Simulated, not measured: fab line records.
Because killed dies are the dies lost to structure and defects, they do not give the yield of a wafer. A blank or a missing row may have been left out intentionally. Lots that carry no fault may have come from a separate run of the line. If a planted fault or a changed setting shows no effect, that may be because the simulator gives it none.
Split-lot experiment :: flow n5_finfet :: 21 wafers read across 7 lots, on a route 1938 steps long

== ON THE SPLIT ==
At N5_BEOL_M0_ETCH_138 (etches SiCN in CH3F/O2, target depth 12 nm, time 31.6 s), the setting source_w was moved away from the recipe's 395 W on 8 of the 21 wafers read, by -13.8% to +17.9%. All remaining wafers had this setting at the recipe value.

The reading is taken at the split's own step.

== THE READING ==
rf_vpp_V, in V, at N5_BEOL_M0_ETCH_138 (etches SiCN in CH3F/O2, target depth 12 nm, time 31.6 s). On this fab line, fault-free wafers typically give 296.9 V with a standard deviation of 1.4 V.

wafer: L075.1
tool, chamber at the split: rie_diel-05, 3
source_w as run, W: 465.8
against the recipe: +17.9%
rf_vpp_V, V: 278.9
against lot-mates on the recipe: -16.6

wafer: L075.2
tool, chamber at the split: rie_diel-05, 0
source_w as run, W: 465.8
against the recipe: +17.9%
rf_vpp_V, V: 282.8
against lot-mates on the recipe: -12.7

wafer: L075.6
tool, chamber at the split: rie_diel-05, 1
source_w as run, W: 395
against the recipe: recipe
rf_vpp_V, V: 295.5
against lot-mates on the recipe: -

wafer: L083.1
tool, chamber at the split: rie_diel-06, 2
source_w as run, W: 395
against the recipe: recipe
rf_vpp_V, V: 296.7
against lot-mates on the recipe: -

wafer: L083.3
tool, chamber at the split: rie_diel-06, 0
source_w as run, W: 395
against the recipe: recipe
rf_vpp_V, V: 295.2
against lot-mates on the recipe: -

wafer: L083.5
tool, chamber at the split: rie_diel-06, 2
source_w as run, W: 395
against the recipe: recipe
rf_vpp_V, V: 295.6
against lot-mates on the recipe: -

wafer: L091.1
tool, chamber at the split: rie_diel-05, 1
source_w as run, W: 351
against the recipe: -11.1%
rf_vpp_V, V: 307.4
against lot-mates on the recipe: +11.8

wafer: L091.2
tool, chamber at the split: rie_diel-05, 0
source_w as run, W: 351
against the recipe: -11.1%
rf_vpp_V, V: 308.9
against lot-mates on the recipe: +13.3

wafer: L091.3
tool, chamber at the split: rie_diel-05, 3
source_w as run, W: 395
against the recipe: recipe
rf_vpp_V, V: 295.6
against lot-mates on the recipe: -

wafer: L092.1
tool, chamber at the split: rie_diel-05, 0
source_w as run, W: 395
against the recipe: recipe
rf_vpp_V, V: 299.3
against lot-mates on the recipe: -

wafer: L092.3
tool, chamber at the split: rie_diel-05, 1
source_w as run, W: 462.8
against the recipe: +17.2%
rf_vpp_V, V: 280.3
against lot-mates on the recipe: -19.0

wafer: L092.4
tool, chamber at the split: rie_diel-05, 2
source_w as run, W: 462.8
against the recipe: +17.2%
rf_vpp_V, V: 282.1
against lot-mates on the recipe: -17.2

wafer: L095.3
tool, chamber at the split: rie_diel-06, 2
source_w as run, W: 340.6
against the recipe: -13.8%
rf_vpp_V, V: 311.6
against lot-mates on the recipe: +14.4

wafer: L095.4
tool, chamber at the split: rie_diel-06, 1
source_w as run, W: 395
against the recipe: recipe
rf_vpp_V, V: 297.7
against lot-mates on the recipe: -

wafer: L095.5
tool, chamber at the split: rie_diel-06, 3
source_w as run, W: 395
against the recipe: recipe
rf_vpp_V, V: 296.7
against lot-mates on the recipe: -

wafer: L096.1
tool, chamber at the split: rie_diel-01, 0
source_w as run, W: 395
against the recipe: recipe
rf_vpp_V, V: 300.4
against lot-mates on the recipe: -

wafer: L096.4
tool, chamber at the split: rie_diel-01, 1
source_w as run, W: 395
against the recipe: recipe
rf_vpp_V, V: 296.6
against lot-mates on the recipe: -

wafer: L096.5
tool, chamber at the split: rie_diel-01, 3
source_w as run, W: 395
against the recipe: recipe
rf_vpp_V, V: 298.8
against lot-mates on the recipe: -

wafer: L097.1
tool, chamber at the split: rie_diel-06, 3
source_w as run, W: 395
against the recipe: recipe
rf_vpp_V, V: 295.9
against lot-mates on the recipe: -

wafer: L097.4
tool, chamber at the split: rie_diel-06, 1
source_w as run, W: 419.5
against the recipe: +6.2%
rf_vpp_V, V: 292.9
against lot-mates on the recipe: -2.3

wafer: L097.6
tool, chamber at the split: rie_diel-06, 0
source_w as run, W: 395
against the recipe: recipe
rf_vpp_V, V: 294.5
against lot-mates on the recipe: -

THE FIT
A straight line over all 21 wafers: rf_vpp_V changes by -0.939 V for each +1% of source_w; r = -0.98; the points scatter about the line by 1.7 V.
The same after taking each lot's own level away (the mean of its wafers on the recipe; 21 wafers): -0.972 V for each +1%; r = -0.98; scatter 1.7 V.
Per that fit: largest source_w move, reading shift of 17 V.
Measured against the standard deviation above, the lots' own levels, which go from 295.20 to 299.30 V, span 2.9 times it.
So the lot-to-lot level changes the slope little: the two slopes agree.
Check: -17 V against its lot-mates is what the line predicts for one of the wafers moved furthest among these (+17.9%) when that wafer is left out of the fit. It came out at -16.6 V against them.
Tool readings at the split's step, against how far the setting was moved: rf_vpp_V r = -0.98.

== THESE WAFERS: OTHER SPLITS ==
Before the reading, these wafers also passed through other splits. Each is held against what the fit with the lots' levels taken away leaves over:
other split on the same wafers: N5_BEOL_M0_SAQP_PECVD_03 time_s
wafers away from the commonest value: 6
r with rf_vpp_V (lot level and that fit taken away): +0.10

== THE FILE'S OWN FIT ==
rf_vpp_V changes by -0.96 V for each +1% of source_w, r = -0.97.
